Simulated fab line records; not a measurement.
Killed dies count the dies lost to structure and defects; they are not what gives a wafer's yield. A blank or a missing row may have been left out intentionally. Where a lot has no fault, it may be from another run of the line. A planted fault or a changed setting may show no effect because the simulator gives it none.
Matching of chambers / flow nand-harc / NHARC_A_CONTACT_ETCH_106 on rie-diel-11 has 4 sister chambers
The step etches the open film in CF4/O2, target depth 60 nm, overetch 6 nm, time 33 s. 36 wafers are shown with their chamber, then 12 later ones without.

== WAFERS PAIRED WITH THEIR CHAMBERS ==
wafer=L075.3; chamber=1; showerhead-plenum-p-Torr (Torr)=1.42; drypump-motor-current-A (A)=5.6; rf-vpp-V (V)=199.7
wafer=L075.4; chamber=2; showerhead-plenum-p-Torr (Torr)=1.26; drypump-motor-current-A (A)=5.8; rf-vpp-V (V)=195.9
wafer=L075.5; chamber=1; showerhead-plenum-p-Torr (Torr)=1.42; drypump-motor-current-A (A)=5.6; rf-vpp-V (V)=198.5
wafer=L079.2; chamber=2; showerhead-plenum-p-Torr (Torr)=1.26; drypump-motor-current-A (A)=5.8; rf-vpp-V (V)=196.6
wafer=L079.3; chamber=0; showerhead-plenum-p-Torr (Torr)=1.40; drypump-motor-current-A (A)=5.6; rf-vpp-V (V)=199.9
wafer=L079.6; chamber=2; showerhead-plenum-p-Torr (Torr)=1.26; drypump-motor-current-A (A)=5.8; rf-vpp-V (V)=197.2
wafer=L080.1; chamber=1; showerhead-plenum-p-Torr (Torr)=1.41; drypump-motor-current-A (A)=5.6; rf-vpp-V (V)=198.6
wafer=L080.5; chamber=2; showerhead-plenum-p-Torr (Torr)=1.26; drypump-motor-current-A (A)=5.8; rf-vpp-V (V)=195.1
wafer=L080.6; chamber=3; showerhead-plenum-p-Torr (Torr)=1.35; drypump-motor-current-A (A)=5.8; rf-vpp-V (V)=197.8
wafer=L077.3; chamber=2; showerhead-plenum-p-Torr (Torr)=1.26; drypump-motor-current-A (A)=5.8; rf-vpp-V (V)=196.3
wafer=L077.5; chamber=0; showerhead-plenum-p-Torr (Torr)=1.40; drypump-motor-current-A (A)=5.6; rf-vpp-V (V)=199.7
wafer=L077.6; chamber=1; showerhead-plenum-p-Torr (Torr)=1.41; drypump-motor-current-A (A)=5.5; rf-vpp-V (V)=197.6
wafer=L083.2; chamber=1; showerhead-plenum-p-Torr (Torr)=1.41; drypump-motor-current-A (A)=5.6; rf-vpp-V (V)=199.8
wafer=L083.3; chamber=2; showerhead-plenum-p-Torr (Torr)=1.26; drypump-motor-current-A (A)=5.8; rf-vpp-V (V)=195.8
wafer=L083.4; chamber=3; showerhead-plenum-p-Torr (Torr)=1.35; drypump-motor-current-A (A)=5.8; rf-vpp-V (V)=198.5
wafer=L084.1; chamber=2; showerhead-plenum-p-Torr (Torr)=1.26; drypump-motor-current-A (A)=5.8; rf-vpp-V (V)=194.6
wafer=L084.5; chamber=0; showerhead-plenum-p-Torr (Torr)=1.40; drypump-motor-current-A (A)=5.6; rf-vpp-V (V)=199.0
wafer=L084.6; chamber=1; showerhead-plenum-p-Torr (Torr)=1.41; drypump-motor-current-A (A)=5.6; rf-vpp-V (V)=199.5
wafer=L085.1; chamber=1; showerhead-plenum-p-Torr (Torr)=1.41; drypump-motor-current-A (A)=5.6; rf-vpp-V (V)=198.8
wafer=L085.5; chamber=2; showerhead-plenum-p-Torr (Torr)=1.26; drypump-motor-current-A (A)=5.8; rf-vpp-V (V)=196.1
wafer=L085.6; chamber=3; showerhead-plenum-p-Torr (Torr)=1.35; drypump-motor-current-A (A)=5.8; rf-vpp-V (V)=199.0
wafer=L087.2; chamber=0; showerhead-plenum-p-Torr (Torr)=1.40; drypump-motor-current-A (A)=5.6; rf-vpp-V (V)=199.5
wafer=L087.3; chamber=3; showerhead-plenum-p-Torr (Torr)=1.35; drypump-motor-current-A (A)=5.8; rf-vpp-V (V)=196.4
wafer=L087.5; chamber=2; showerhead-plenum-p-Torr (Torr)=1.26; drypump-motor-current-A (A)=5.8; rf-vpp-V (V)=196.5
wafer=L091.1; chamber=3; showerhead-plenum-p-Torr (Torr)=1.35; drypump-motor-current-A (A)=5.8; rf-vpp-V (V)=197.7
wafer=L091.5; chamber=0; showerhead-plenum-p-Torr (Torr)=1.40; drypump-motor-current-A (A)=5.6; rf-vpp-V (V)=199.6
wafer=L091.6; chamber=1; showerhead-plenum-p-Torr (Torr)=1.41; drypump-motor-current-A (A)=5.6; rf-vpp-V (V)=200.1
wafer=L090.1; chamber=0; showerhead-plenum-p-Torr (Torr)=1.40; drypump-motor-current-A (A)=5.6; rf-vpp-V (V)=198.9
wafer=L090.3; chamber=3; showerhead-plenum-p-Torr (Torr)=1.35; drypump-motor-current-A (A)=5.8; rf-vpp-V (V)=198.2
wafer=L090.5; chamber=1; showerhead-plenum-p-Torr (Torr)=1.41; drypump-motor-current-A (A)=5.5; rf-vpp-V (V)=198.9
wafer=L089.2; chamber=2; showerhead-plenum-p-Torr (Torr)=1.26; drypump-motor-current-A (A)=5.8; rf-vpp-V (V)=193.8
wafer=L089.3; chamber=1; showerhead-plenum-p-Torr (Torr)=1.41; drypump-motor-current-A (A)=5.5; rf-vpp-V (V)=198.9
wafer=L089.5; chamber=2; showerhead-plenum-p-Torr (Torr)=1.26; drypump-motor-current-A (A)=5.8; rf-vpp-V (V)=194.9
wafer=L093.2; chamber=0; showerhead-plenum-p-Torr (Torr)=1.40; drypump-motor-current-A (A)=5.6; rf-vpp-V (V)=198.2
wafer=L093.3; chamber=1; showerhead-plenum-p-Torr (Torr)=1.41; drypump-motor-current-A (A)=5.6; rf-vpp-V (V)=199.8
wafer=L093.6; chamber=1; showerhead-plenum-p-Torr (Torr)=1.41; drypump-motor-current-A (A)=5.6; rf-vpp-V (V)=199.1

SIGNATURES (means of the wafers above)
reading=showerhead-plenum-p-Torr; chamber 0=1.4000; chamber 1=1.4117; chamber 2=1.2600; chamber 3=1.3500; scatter within a chamber=0.00228
reading=drypump-motor-current-A; chamber 0=5.600; chamber 1=5.575; chamber 2=5.800; chamber 3=5.800; scatter within a chamber=0.0265
reading=rf-vpp-V; chamber 0=199.257; chamber 1=199.108; chamber 2=195.709; chamber 3=197.933; scatter within a chamber=0.823
Rule: for a wafer and a chamber, the distance is found by dividing, reading by reading, the gap between the wafer's reading and the chamber's mean by the reading's scatter, squaring, summing and taking the root. The wafer belongs to the nearest chamber; if the next one is less than 2 further off, it can't be placed. How the scatter is found: for the shown wafers, subtract from each reading the mean of its chamber, square and add these, divide the total by (wafers less chambers), then take the root.

== WAFERS WITH NO CHAMBER GIVEN ==
wafer=L094.1; showerhead-plenum-p-Torr (Torr)=1.40; drypump-motor-current-A (A)=5.6; rf-vpp-V (V)=200.4
wafer=L094.3; showerhead-plenum-p-Torr (Torr)=1.26; drypump-motor-current-A (A)=5.8; rf-vpp-V (V)=196.8
wafer=L094.5; showerhead-plenum-p-Torr (Torr)=1.40; drypump-motor-current-A (A)=5.6; rf-vpp-V (V)=200.4
wafer=L096.1; showerhead-plenum-p-Torr (Torr)=1.41; drypump-motor-current-A (A)=5.6; rf-vpp-V (V)=199.4
wafer=L096.2; showerhead-plenum-p-Torr (Torr)=1.40; drypump-motor-current-A (A)=5.6; rf-vpp-V (V)=198.6
wafer=L096.3; showerhead-plenum-p-Torr (Torr)=1.35; drypump-motor-current-A (A)=5.8; rf-vpp-V (V)=198.9
wafer=L095.3; showerhead-plenum-p-Torr (Torr)=1.34; drypump-motor-current-A (A)=5.8; rf-vpp-V (V)=197.6
wafer=L095.5; showerhead-plenum-p-Torr (Torr)=1.41; drypump-motor-current-A (A)=5.6; rf-vpp-V (V)=200.4
wafer=L095.6; showerhead-plenum-p-Torr (Torr)=1.40; drypump-motor-current-A (A)=5.6; rf-vpp-V (V)=199.0
wafer=L097.2; showerhead-plenum-p-Torr (Torr)=1.34; drypump-motor-current-A (A)=5.7; rf-vpp-V (V)=198.0
wafer=L097.3; showerhead-plenum-p-Torr (Torr)=1.40; drypump-motor-current-A (A)=5.6; rf-vpp-V (V)=198.2
wafer=L097.5; showerhead-plenum-p-Torr (Torr)=1.25; drypump-motor-current-A (A)=5.8; rf-vpp-V (V)=196.6

== THE CHAMBER EACH PASSED THROUGH ==
wafer=L094.1; from the rows above=0; in truth=0
wafer=L094.3; from the rows above=2; in truth=2
wafer=L094.5; from the rows above=0; in truth=0
wafer=L096.1; from the rows above=1; in truth=1
wafer=L096.2; from the rows above=0; in truth=0
wafer=L096.3; from the rows above=3; in truth=3
wafer=L095.3; from the rows above=3; in truth=3
wafer=L095.5; from the rows above=1; in truth=1
wafer=L095.6; from the rows above=0; in truth=0
wafer=L097.2; from the rows above=3; in truth=3
wafer=L097.3; from the rows above=0; in truth=0
wafer=L097.5; from the rows above=2; in truth=2
Placed correctly: 12 of 12. From these rows, 0 cannot be placed. Number placed wrongly: 0.
